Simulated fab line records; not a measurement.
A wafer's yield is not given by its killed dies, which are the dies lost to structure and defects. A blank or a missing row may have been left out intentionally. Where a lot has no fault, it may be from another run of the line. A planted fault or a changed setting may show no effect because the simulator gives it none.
Which tool is to blame?    flow n5 finfet    20 wafers from 7 lots sampled at 2 of the route's 1938 steps

== WHAT EACH GAUGE READ, for each wafer ==
N5_BEOL_M9_INSPECT_58: inspects for defects (darkfield).
lot   measured      on                 raw defect count
L922  day 11 17:50  defect inspect-02  115 79 72
L926  day 12 18:10  defect inspect-02  89 86 50
L934  day 14 11:54  defect inspect-01  73 48 67
L933  day 14 12:25  defect inspect-02  105 88
L941  day 16 09:10  defect inspect-01  28 80 51
L942  day 16 18:01  defect inspect-01  45 54 58
L943  day 17 01:52  defect inspect-02  52 68 74

== WHAT TOOL EACH LOT RAN ON (gives the tool, then ch and the chambers of the sampled wafers, and finally the start) ==
lot   N5_BEOL_M9_ALD_74
L922  ald metal-04 ch 0,1,2, day 11 15:52
L926  ald metal-02 ch 0,2,3, day 12 15:55
L934  ald metal-02 ch 0,2,3, day 14 09:54
L933  ald metal-02 ch 0,2, day 14 10:10
L941  ald metal-04 ch 0,1,3, day 16 07:01
L942  ald metal-03 ch 1,2,3, day 16 15:25
L943  ald metal-02 ch 0,1,2, day 17 00:17
- N5_BEOL_M9_ALD_74: deposits TaN, target thk 2 nm, pulse time 2 s, purge time 3 s.

== THE ANSWER, worked out from the rows above alone ==
Rule: the usual values come from the lots themselves. Put in order of their means at a reading, lots are off if they are a third of the lots or fewer, leave a main group of 4 or more, and stand apart from it by a gap of 3 or more times the standard deviation of the main group's means; of several such gaps the widest counts. Not used: any main group whose means are identical at the precision the tables above print for the reading. A lot without any number at a reading at which 4 lots or more have one is off too. Where the step has rows for the other lots, those lots are counted as sound.
None of the lots is off at any reading shown; this tells nothing.

== WHAT THE SIMULATOR PUT IN ==
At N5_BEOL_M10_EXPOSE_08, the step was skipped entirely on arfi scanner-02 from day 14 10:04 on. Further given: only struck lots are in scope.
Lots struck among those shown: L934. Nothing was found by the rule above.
